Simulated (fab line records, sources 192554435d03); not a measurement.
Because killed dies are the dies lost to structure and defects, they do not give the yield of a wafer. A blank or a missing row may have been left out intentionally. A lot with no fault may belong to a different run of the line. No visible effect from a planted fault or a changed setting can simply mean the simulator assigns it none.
fab line records	flow n5_finfet
record: lots: 7	wafers: 39
route steps=1938 shown FIN_SAQP@96 STI_FIN_REVEAL@184 SD_EPI_N@288 BEOL_M0_SAQP@652 BEOL_M1@816 BEOL_M3@993 BEOL_M4@1086 BEOL_M6@1254 BEOL_M9@1401 BEOL_M10@1470 PASSIVATION@1929
start_h: the number of hours between the record's first day and the start of the first shown wafer of the lot	wait_h: hours since the lot's step before	" identical to the entry in the row above	L1.1+2: a single row standing in for several wafers	- either no value or no given start	* or withheld: withheld	< > ~ a bound
route shown NAME@n: NAME is a module with steps in the file, n the number in the route of the first one	usual: average and standard deviation across the fault-free wafers	same: alike in all rows	chamber/n: place in a boat	sites: the reading at each site	_std_site: the values' standard deviation	_edge_site: outer sites' mean less inner sites'	radius_mm: how far each site lies from the wafer's centre	mask NAME#n: copy n	behind: tool/chamber where the wafer was last shaped	hold: cause of the lot's hold/its duration in hours/its outcome	device: whichever transistor did not switch (one of n, p or np)	end of line: the same wafers' tests at the end of the route	for a step that has no rows: nothing shown but its recipe	killed: at the first sort, the dies lost to defects and structure; wafer yield is something else	map: dies across one wafer; x = killed, . = not, _ = none there
set.NAME: setting as actually run; set.NAME@STEP: the setting as run at that earlier step	model.NAME: the simulator's own value behind a step, which no gauge read
lots with deliberately changed settings; one table per step, one row per wafer
== steps ==
step: N5_FIN_SAQP_HM_DEP_03
recipe: material: SiNx	target_thk_a: 380	temp_c: 400	precursor: SiH4/NH3/N2	pressure_torr: 1.5	rf_w: 300	time_s: 33.6
step: N5_STI_FIN_REVEAL_ALD_14
recipe: material: Si3N4	target_thk_a: 30	temp_c: 400	ald_precursor_family: SiH2I2	ald_co_reactant: N2/H2-plasma	pressure_torr: 2
step: N5_SD_EPI_N_EPI_21
recipe: material: Si:P	dopant: P	temp_c: 680	pressure_torr: 255	time_s: 690
step: N5_BEOL_M0_SAQP_DESCUM_19
recipe: chemistry: O2	time_s: 7.9	source_power_w: 50	bias_power_w: 20	pressure_mtorr: 20	rf_frequency_hz: 2.712e+07	temp_c: 40	resist: CAR-ArF	o2_flow_sccm: 225
step: N5_BEOL_M1_SPUTTER_79
recipe: material: Cu	target_thk_a: 45	temp_c: -20	chamber_pressure_pa: 0.07	power_w: withheld	time_s: 8.29
step: N5_BEOL_M3_CVD_47
recipe: material: Co	target_thk_a: 30	temp_c: withheld	precursor: CCTBA/H2	pressure_torr: 30	time_s: 223.8
step: N5_BEOL_M4_SPUTTER_79
step: N5_BEOL_M6_SPUTTER_48
recipe: material: Cu	target_thk_a: 100	temp_c: -20	bias_v: 60	power_w: 26000	chamber_pressure_pa: 0.13	time_s: 1.667
step: N5_BEOL_M9_ILD_DEP_00
recipe: material: SiCOH_lowk	target_thk_a: 3085.1	temp_c: 300	precursor: DEMS/porogen	pressure_torr: 5	rf_w: 500	time_s: 58
step: N5_BEOL_M10_ILD_DEP_00
step: N5_PASSIVATION_PASS_ETCH_47
recipe: chemistry: CF4/O2	target: SiNx	target_depth_a: 7700	time_s: 385	ion_energy_ev: 100	pressure_mtorr: 40	source_w: 535	bias_w: 49	Ar_flow_sccm: 100	cf4_flow_sccm: 100	O2_flow_sccm: 10
step: N5_PASSIVATION_PROBE_49
usual: killed_at_other: 5/3.3
lot.wafer	tool	chamber	start_h	wait_h	set.time_s@FIN_SAQP_HM_DEP_03	set.target_thk_a@STI_FIN_REVEAL_ALD_14	set.time_s@SD_EPI_N_EPI_21	set.time_s@BEOL_M0_SAQP_DESCUM_19	set.target_thk_a@BEOL_M1_SPUTTER_79	set.target_thk_a@BEOL_M3_CVD_47	set.target_thk_a@BEOL_M4_SPUTTER_79	set.target_thk_a@BEOL_M6_SPUTTER_48	set.time_s@BEOL_M9_ILD_DEP_00	set.target_thk_a@BEOL_M10_ILD_DEP_00	set.time_s@PASSIVATION_PASS_ETCH_47	killed_at_other
L075.1	prober-01	-	241.57	0.0	33.6	30	556.8	7.9	23.09	39.28	45	100	58	2155	385	5
L075.2	prober-01	-	241.62	0.1	33.6	14.45	690	5.505	23.09	39.28	45	70.38	90	2155	385	7
L075.3	prober-01	-	241.67	0.1	24.9	14.45	690	5.505	45	39.28	45	70.38	58	3085.1	385	5
L075.4	prober-01	-	241.72	0.2	33.6	30	690	7.9	45	30	45	100	58	3085.1	385	4
L075.5	prober-01	-	241.77	0.2	24.9	14.45	556.8	7.9	45	30	45	70.38	90	2155	385	2
L075.6	prober-01	-	241.82	0.3	24.9	30	556.8	5.505	23.09	30	45	100	90	3085.1	385	3
L078.1	prober-01	-	275.80	0.0	20.89	45.74	369.7	7.9	45	22.5	45	100	58	3085.1	385	7
L078.2	prober-01	-	275.85	0.1	33.6	30	369.7	7.9	54.21	22.5	45	77.76	58	1686	385	5
L078.3	prober-01	-	275.90	0.1	33.6	45.74	690	7.9	54.21	30	45	100	73.14	1686	188.7	491
L078.4	prober-01	-	275.95	0.2	20.89	45.74	369.7	7.9	54.21	30	45	77.76	58	3085.1	188.7	1103
L078.5	prober-01	-	276.00	0.2	20.89	30	690	7.9	45	30	45	100	73.14	3085.1	385	5
L078.6	prober-01	-	276.05	0.3	33.6	30	690	7.9	45	22.5	45	77.76	73.14	1686	188.7	91
L082.1	prober-02	-	345.58	0.0	13.62	42	953	12.13	22.53	30	45	58.73	58	3085.1	385	5
L082.2	prober-02	-	345.63	0.1	33.6	42	690	12.13	45	45.16	45	58.73	58	3085.1	243.6	992
L082.3	prober-02	-	345.68	0.1	33.6	30	953	7.9	22.53	30	62.73	58.73	78.19	3085.1	243.6	1
L082.4	prober-02	-	345.73	0.2	13.62	42	690	7.9	45	30	62.73	100	78.19	3085.1	385	1
L082.5	prober-02	-	345.78	0.2	13.62	30	953	12.13	45	45.16	62.73	100	58	3085.1	385	7
L082.6	prober-02	-	345.83	0.3	33.6	30	690	7.9	22.53	45.16	45	100	78.19	3085.1	243.6	3
L084.1	prober-01	-	371.56	0.0	33.6	30	690	7.9	71.53	12.53	35.29	143.4	58	3085.1	385	3
L084.2	prober-01	-	371.61	0.1	20.5	44.37	932.7	7.9	71.53	30	45	100	58	3085.1	385	5
L084.3	prober-01	-	371.66	0.1	20.5	30	932.7	3.494	71.53	12.53	45	143.4	32.23	3085.1	246.4	266
L084.4	prober-01	-	371.71	0.2	20.5	30	690	3.494	45	30	35.29	100	32.23	3085.1	385	6
L084.5	prober-01	-	371.76	0.2	33.6	44.37	932.7	3.494	45	30	35.29	143.4	32.23	3085.1	246.4	459
L084.6	prober-01	-	371.81	0.3	33.6	44.37	690	7.9	45	12.53	45	100	58	3085.1	246.4	1090
L088.1	prober-01	-	376.64	0.0	33.6	30	690	7.9	64.02	30	45	121.9	58	4076	385	4
L088.2	prober-01	-	376.69	0.1	33.6	30	690	7.9	45	30	58.4	100	58	3085.1	385	1
L088.3	prober-01	-	376.74	0.1	33.6	30	690	7.9	64.02	30	45	121.9	58	3085.1	385	0
L088.4	prober-01	-	376.79	0.2	33.6	30	690	7.9	45	30	58.4	121.9	30.59	4076	385	4
L088.5	prober-01	-	376.84	0.2	33.6	30	690	7.9	45	30	45	100	30.59	4076	385	2
L088.6	prober-01	-	376.89	0.3	33.6	30	690	7.9	64.02	30	58.4	100	30.59	3085.1	385	2
L091.1	prober-01	-	391.96	0.0	33.6	44.49	690	4.122	19.37	30	45	100	58	3085.1	385	4
L091.2	prober-01	-	392.01	0.1	33.6	30	1023	4.122	19.37	22.66	45	120.7	58	4721	385	6
L091.3	prober-01	-	392.06	0.1	44.87	30	690	4.122	45	22.66	45	100	32.4	4721	385	7
L091.4	prober-01	-	392.11	0.2	44.87	44.49	1023	7.9	19.37	22.66	45	120.7	32.4	3085.1	385	5
L091.5	prober-01	-	392.16	0.2	44.87	30	690	7.9	45	30	45	100	32.4	4721	385	8
L091.6	prober-01	-	392.21	0.3	33.6	44.49	1023	7.9	45	30	45	120.7	58	3085.1	385	6
L096.1	prober-01	-	419.00	0.0	33.6	30	690	7.9	45	30	45	100	58	3085.1	385	9
L096.2	prober-01	-	419.05	0.1	33.6	30	690	7.9	45	30	45	100	58	3085.1	385	5
L096.6	prober-01	-	419.25	0.3	33.6	30	690	7.9	45	30	45	100	58	3085.1	385	6
killed by level:class
L075.1 FIN_SAQP:geometric_particle:open=16 BEOL_M0_SAQP:geometric_particle:short=12 MOL_CONTACT_COAG:geometric_particle:open=9 STI_FIN_REVEAL:geometric_particle:open=8 BEOL_M2:geometric_particle:open=7 FIN_SAQP:geometric_particle:short=4 STI_FIN_REVEAL:geometric_particle:short=4 GATE_CUT:geometric_particle:short=4
L075.2 BEOL_M9:area_etch=1031 MOL_CONTACT_COAG:geometric_particle:open=19 BEOL_M6:interface_void_opened=18 BEOL_M0_SAQP:geometric_particle:short=13 FIN_SAQP:geometric_particle:open=12 STI_FIN_REVEAL:geometric_particle:open=9 BEOL_M0_SAQP:geometric_particle:open=8 FIN_SAQP:geometric_particle:short=7
L075.3 BEOL_M2:geometric_particle:open=16 BEOL_M6:interface_void_opened=14 FIN_SAQP:geometric_particle:open=12 MOL_CONTACT_COAG:geometric_particle:open=8 FIN_SAQP:geometric_particle:short=7 BEOL_M4:geometric_particle:open=6 BEOL_M0_SAQP:geometric_particle:short=6 BEOL_M3:geometric_particle:open=5
L075.4 BEOL_M1:geometric_particle:open=13 MOL_CONTACT_COAG:geometric_particle:open=11 FIN_SAQP:geometric_particle:open=5 BEOL_M0_SAQP:geometric_particle:open=5 STI_FIN_REVEAL:geometric_particle:open=5 BEOL_M0_SAQP:geometric_particle:short=5 BEOL_M2:geometric_particle:open=5 BEOL_M4:geometric_particle:open=5
L075.5 BEOL_M9:area_etch=1041 FIN_SAQP:geometric_particle:open=20 BEOL_M6:interface_void_opened=15 FIN_SAQP:geometric_particle:short=14 MOL_CONTACT_COAG:geometric_particle:open=12 BEOL_M2:geometric_particle:open=9 BEOL_M0_SAQP:geometric_particle:short=8 BEOL_M0_SAQP:geometric_particle:open=5
L075.6 BEOL_M9:area_etch=1085 MOL_CONTACT_COAG:geometric_particle:open=15 BEOL_M0_SAQP:geometric_particle:short=9 FIN_SAQP:geometric_particle:open=8 BEOL_M2:geometric_particle:open=7 BEOL_M0_SAQP:geometric_particle:open=6 DUMMY_GATE:geometric_particle:open=5 BEOL_M5:geometric_particle:open=5
L078.1 BEOL_M0_SAQP:geometric_particle:open=9 BEOL_M0_SAQP:geometric_particle:short=9 BEOL_M2:geometric_particle:open=9 BEOL_M3:geometric_particle:open=8 STI_FIN_REVEAL:geometric_particle:open=7 FIN_SAQP:geometric_particle:open=5 MOL_CONTACT_COAG:geometric_particle:open=4 DUMMY_GATE:geometric_particle:open=3
L078.2 BEOL_M10:area_dep=1073 STI_FIN_REVEAL:geometric_particle:open=13 BEOL_M3:geometric_particle:open=7 MOL_CONTACT_COAG:geometric_particle:open=6 BEOL_M0_SAQP:geometric_particle:short=6 DUMMY_GATE:geometric_particle:open=5 FIN_SAQP:geometric_particle:open=4 BEOL_M7:geometric_particle:open=4
L078.3 BEOL_M10:area_dep=604 PASSIVATION:area_etch=485 BEOL_M0_SAQP:geometric_particle:short=13 BEOL_M0_SAQP:geometric_particle:open=9 STI_FIN_REVEAL:geometric_particle:open=8 FIN_SAQP:geometric_particle:short=7 MOL_CONTACT_COAG:geometric_particle:open=7 FIN_SAQP:geometric_particle:open=5
L078.4 PASSIVATION:area_etch=1101 STI_FIN_REVEAL:geometric_particle:open=8 FIN_SAQP:geometric_particle:open=5 BEOL_M3:geometric_particle:short=5 STARTING-WAFER:geometric_particle:open=5 BEOL_M0:geometric_particle:open=4 MOL_CONTACT_COAG:geometric_particle:open=4 BEOL_M2:geometric_particle:short=4
L078.5 BEOL_M3:geometric_particle:open=14 MOL_CONTACT_COAG:geometric_particle:open=11 BEOL_M2:geometric_particle:open=11 FIN_SAQP:geometric_particle:open=7 FIN_SAQP:geometric_particle:short=6 STI_FIN_REVEAL:geometric_particle:short=5 STI_FIN_REVEAL:geometric_particle:open=4 DUMMY_GATE:geometric_particle:open=4
L078.6 BEOL_M10:area_dep=965 PASSIVATION:area_etch=87 STI_FIN_REVEAL:geometric_particle:open=20 BEOL_M3:geometric_particle:open=12 FIN_SAQP:geometric_particle:short=8 DUMMY_GATE:geometric_particle:open=6 MOL_CONTACT_COAG:geometric_particle:open=6 BEOL_M2:geometric_particle:open=6
L082.1 BEOL_M6:interface_void_opened=57 FIN_SAQP:geometric_particle:open=14 BEOL_M0_SAQP:geometric_particle:open=12 MOL_CONTACT_COAG:geometric_particle:open=11 DUMMY_GATE:geometric_particle:open=9 GATE_CUT:geometric_particle:open=7 GATE_CUT:geometric_particle:short=5 BEOL_M3:geometric_particle:short=5
L082.2 PASSIVATION:area_etch=986 BEOL_M6:interface_void_opened=66 BEOL_M0_SAQP:geometric_particle:short=16 MOL_CONTACT_COAG:geometric_particle:open=13 BEOL_M0_SAQP:geometric_particle:open=13 BEOL_M3:geometric_particle:open=9 FIN_SAQP:geometric_particle:short=7 STI_FIN_REVEAL:geometric_particle:open=6
L082.3 BEOL_M9:area_etch=1015 BEOL_M6:interface_void_opened=44 BEOL_M0_SAQP:geometric_particle:open=17 MOL_CONTACT_COAG:geometric_particle:open=16 STI_FIN_REVEAL:geometric_particle:open=14 FIN_SAQP:geometric_particle:short=10 GATE_CUT:geometric_particle:short=7 BEOL_M0_SAQP:geometric_particle:short=7
L082.4 BEOL_M9:area_etch=1054 MOL_CONTACT_COAG:geometric_particle:open=20 FIN_SAQP:geometric_particle:open=14 BEOL_M0_SAQP:geometric_particle:short=10 BEOL_M0_SAQP:geometric_particle:open=9 FIN_SAQP:geometric_particle:short=8 GATE_CUT:geometric_particle:open=5 BEOL_M2:geometric_particle:open=5
L082.5 MOL_CONTACT_COAG:geometric_particle:open=23 BEOL_M0_SAQP:geometric_particle:open=15 BEOL_M3:area_ecd=11 FIN_SAQP:geometric_particle:open=10 BEOL_M0_SAQP:geometric_particle:short=10 STI_FIN_REVEAL:geometric_particle:open=7 GATE_CUT:geometric_particle:short=7 DUMMY_GATE:geometric_particle:open=6
L082.6 BEOL_M9:area_etch=1054 FIN_SAQP:geometric_particle:short=18 FIN_SAQP:geometric_particle:open=14 MOL_CONTACT_COAG:geometric_particle:open=12 BEOL_M5:geometric_particle:open=10 DUMMY_GATE:geometric_particle:open=8 BEOL_M0_SAQP:geometric_particle:open=8 BEOL_M3:geometric_particle:open=7
L084.1 FIN_SAQP:geometric_particle:open=16 FIN_SAQP:geometric_particle:short=10 BEOL_M0_SAQP:geometric_particle:short=9 MOL_CONTACT_COAG:geometric_particle:open=9 DUMMY_GATE:geometric_particle:open=6 BEOL_M3:geometric_particle:open=6 BEOL_M4:geometric_particle:open=4 GATE_CUT:geometric_particle:open=3
L084.2 FIN_SAQP:geometric_particle:open=13 BEOL_M0_SAQP:geometric_particle:open=12 FIN_SAQP:geometric_particle:short=11 BEOL_M0_SAQP:geometric_particle:short=10 BEOL_M3:geometric_particle:open=8 BEOL_M4:geometric_particle:open=6 HKMG_FIN:area_etch=6 STI_FIN_REVEAL:geometric_particle:open=5
L084.3 BEOL_M9:area_dep=813 PASSIVATION:area_etch=263 MOL_CONTACT_COAG:geometric_particle:open=16 FIN_SAQP:geometric_particle:open=11 FIN_SAQP:geometric_particle:short=5 BEOL_M0_SAQP:geometric_particle:short=5 BEOL_M0_SAQP:geometric_particle:open=5 BEOL_M2:geometric_particle:open=5
L084.4 BEOL_M9:area_dep=756 FIN_SAQP:geometric_particle:open=15 MOL_CONTACT_COAG:geometric_particle:open=13 BEOL_M4:geometric_particle:open=12 FIN_SAQP:geometric_particle:short=10 BEOL_M5:geometric_particle:open=8 BEOL_M0_SAQP:geometric_particle:short=8 STI_FIN_REVEAL:geometric_particle:open=7
L084.5 BEOL_M9:area_dep=639 PASSIVATION:area_etch=458 MOL_CONTACT_COAG:geometric_particle:open=13 FIN_SAQP:geometric_particle:open=11 FIN_SAQP:geometric_particle:short=9 BEOL_M0_SAQP:geometric_particle:open=5 BEOL_M2:geometric_particle:open=5 STI_FIN_REVEAL:geometric_particle:open=4
L084.6 PASSIVATION:area_etch=1090 FIN_SAQP:geometric_particle:open=14 BEOL_M0_SAQP:geometric_particle:open=8 FIN_SAQP:geometric_particle:short=7 MOL_CONTACT_COAG:geometric_particle:open=7 BEOL_M3:geometric_particle:open=7 BEOL_M0_SAQP:geometric_particle:short=6 GATE_CUT:geometric_particle:open=4
L088.1 BEOL_M10:area_etch=1059 BEOL_M0_SAQP:geometric_particle:open=20 BEOL_M0_SAQP:geometric_particle:short=13 MOL_CONTACT_COAG:geometric_particle:open=7 FIN_SAQP:geometric_particle:open=6 GATE_CUT:geometric_particle:short=6 BEOL_M1:geometric_particle:open=6 BEOL_M4:geometric_particle:open=6
L088.2 BEOL_M2:geometric_particle:open=10 MOL_CONTACT_COAG:geometric_particle:open=6 BEOL_M0_SAQP:geometric_particle:short=6 BEOL_M1:geometric_particle:open=6 BEOL_M1:geometric_particle:short=5 STARTING-WAFER:geometric_particle:short=5 STI_FIN_REVEAL:geometric_particle:open=4 GATE_CUT:geometric_particle:short=4
L088.3 BEOL_M0_SAQP:geometric_particle:short=15 BEOL_M0:geometric_particle:open=11 MOL_CONTACT_COAG:geometric_particle:open=11 BEOL_M4:geometric_particle:open=11 BEOL_M1:geometric_particle:open=10 ILD0:geometric_particle:short=9 STI_FIN_REVEAL:geometric_particle:open=8 BEOL_M2:geometric_particle:open=7
L088.4 BEOL_M9:area_dep=1020 BEOL_M10:area_etch=48 FIN_SAQP:geometric_particle:short=13 BEOL_M0_SAQP:geometric_particle:open=13 FIN_SAQP:geometric_particle:open=12 BEOL_M2:geometric_particle:open=10 DUMMY_GATE:geometric_particle:open=7 STARTING-WAFER:geometric_particle:open=6
L088.5 BEOL_M9:area_dep=1036 BEOL_M10:area_etch=36 MOL_CONTACT_COAG:geometric_particle:open=13 ILD0:geometric_particle:short=9 BEOL_M0_SAQP:geometric_particle:open=9 BEOL_M0_SAQP:geometric_particle:short=8 BEOL_M2:geometric_particle:open=7 BEOL_M4:geometric_particle:open=7
L088.6 BEOL_M9:area_dep=1064 BEOL_M0_SAQP:geometric_particle:short=11 BEOL_M4:geometric_particle:open=10 BEOL_M0_SAQP:geometric_particle:open=9 MOL_CONTACT_COAG:geometric_particle:open=7 BEOL_M1:geometric_particle:open=7 BEOL_M2:geometric_particle:open=6 HKMG_FIN:area_etch=5
L091.1 MOL_CONTACT_COAG:area_etch=30 FIN_SAQP:geometric_particle:open=12 BEOL_M0_SAQP:geometric_particle:short=12 BEOL_M4:geometric_particle:open=9 BEOL_M0_SAQP:geometric_particle:open=9 BEOL_M1:geometric_particle:open=9 MOL_CONTACT_COAG:geometric_particle:open=8 BEOL_M3:geometric_particle:open=8
L091.2 BEOL_M10:area_etch=1092 BEOL_M0_SAQP:geometric_particle:open=10 STI_FIN_REVEAL:geometric_particle:open=9 MOL_CONTACT_COAG:geometric_particle:open=9 GATE_CUT:geometric_particle:short=6 BEOL_M1:geometric_particle:open=6 MOL_CONTACT_COAG:geometric_particle:short=4 BEOL_M0_SAQP:geometric_particle:short=4
L091.3 BEOL_M9:area_dep=613 BEOL_M10:area_etch=420 MOL_CONTACT_COAG:area_etch=56 MOL_CONTACT_COAG:geometric_particle:open=14 FIN_SAQP:geometric_particle:open=9 STI_FIN_REVEAL:geometric_particle:open=6 BEOL_M0_SAQP:geometric_particle:short=6 DUMMY_GATE:geometric_particle:open=5
L091.4 BEOL_M9:area_dep=273 BEOL_M2:geometric_particle:open=10 BEOL_M0_SAQP:geometric_particle:short=9 FIN_SAQP:geometric_particle:open=7 FIN_SAQP:geometric_particle:short=6 MOL_CONTACT_COAG:geometric_particle:open=6 STI_FIN_REVEAL:geometric_particle:open=5 DUMMY_GATE:geometric_particle:open=5
L091.5 BEOL_M10:area_etch=729 BEOL_M9:area_dep=340 FIN_SAQP:geometric_particle:open=15 MOL_CONTACT_COAG:geometric_particle:open=12 FIN_SAQP:geometric_particle:short=9 STI_FIN_REVEAL:geometric_particle:open=9 BEOL_M3:geometric_particle:open=9 BEOL_M1:geometric_particle:open=6
L091.6 FIN_SAQP:geometric_particle:open=18 STI_FIN_REVEAL:geometric_particle:open=12 MOL_CONTACT_COAG:geometric_particle:open=12 BEOL_M0_SAQP:geometric_particle:open=8 MOL_CONTACT_COAG:geometric_particle:short=7 BEOL_M0_SAQP:geometric_particle:short=7 FIN_SAQP:geometric_particle:short=5 BEOL_M4:geometric_particle:open=5
L096.1 MOL_CONTACT_COAG:geometric_particle:open=14 FIN_SAQP:geometric_particle:short=9 STI_FIN_REVEAL:geometric_particle:open=8 BEOL_M4:geometric_particle:open=7 DUMMY_GATE:geometric_particle:open=5 BEOL_M0_SAQP:geometric_particle:open=5 BEOL_M0_SAQP:geometric_particle:short=4 BEOL_M2:geometric_particle:open=4
L096.2 STI_FIN_REVEAL:geometric_particle:open=16 BEOL_M4:geometric_particle:open=13 FIN_SAQP:geometric_particle:open=11 BEOL_M3:geometric_particle:open=9 BEOL_M0_SAQP:geometric_particle:open=8 MOL_CONTACT_COAG:geometric_particle:open=6 FIN_SAQP:geometric_particle:short=5 DUMMY_GATE:geometric_particle:open=4
L096.6 MOL_CONTACT_COAG:geometric_particle:open=19 BEOL_M0_SAQP:geometric_particle:short=19 BEOL_M0_SAQP:geometric_particle:open=12 STI_FIN_REVEAL:geometric_particle:open=8 FIN_SAQP:geometric_particle:open=6 BEOL_M3:geometric_particle:open=5 STARTING-WAFER:geometric_particle:short=5 FIN_SAQP:geometric_particle:short=4
== key ==
split: step: N5_FIN_SAQP_HM_DEP_03	setting: time_s	stated_as: 33.6
response none clear
split: step: N5_STI_FIN_REVEAL_ALD_14	setting: target_thk_a	stated_as: 30
response none clear
split: step: N5_SD_EPI_N_EPI_21	setting: time_s	stated_as: 690
response none clear
split: step: N5_BEOL_M0_SAQP_DESCUM_19	setting: time_s	stated_as: 7.9
response none clear
split: step: N5_BEOL_M1_SPUTTER_79	setting: target_thk_a	stated_as: 45
response none clear
split: step: N5_BEOL_M3_CVD_47	setting: target_thk_a	stated_as: 30
response none clear
split: step: N5_BEOL_M4_SPUTTER_79	setting: target_thk_a	stated_as: 45
response none clear
split: step: N5_BEOL_M6_SPUTTER_48	setting: target_thk_a	stated_as: 100
response none clear
split: step: N5_BEOL_M9_ILD_DEP_00	setting: time_s	stated_as: 58
response none clear
split: step: N5_BEOL_M10_ILD_DEP_00	setting: target_thk_a	stated_as: 3085.1
response none clear
split: step: N5_PASSIVATION_PASS_ETCH_47	setting: time_s	stated_as: 385
response: step: N5_PASSIVATION_PROBE_49	reading: killed_at_other	slope: -14.7	per: 1%	together_with: all	explained: 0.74
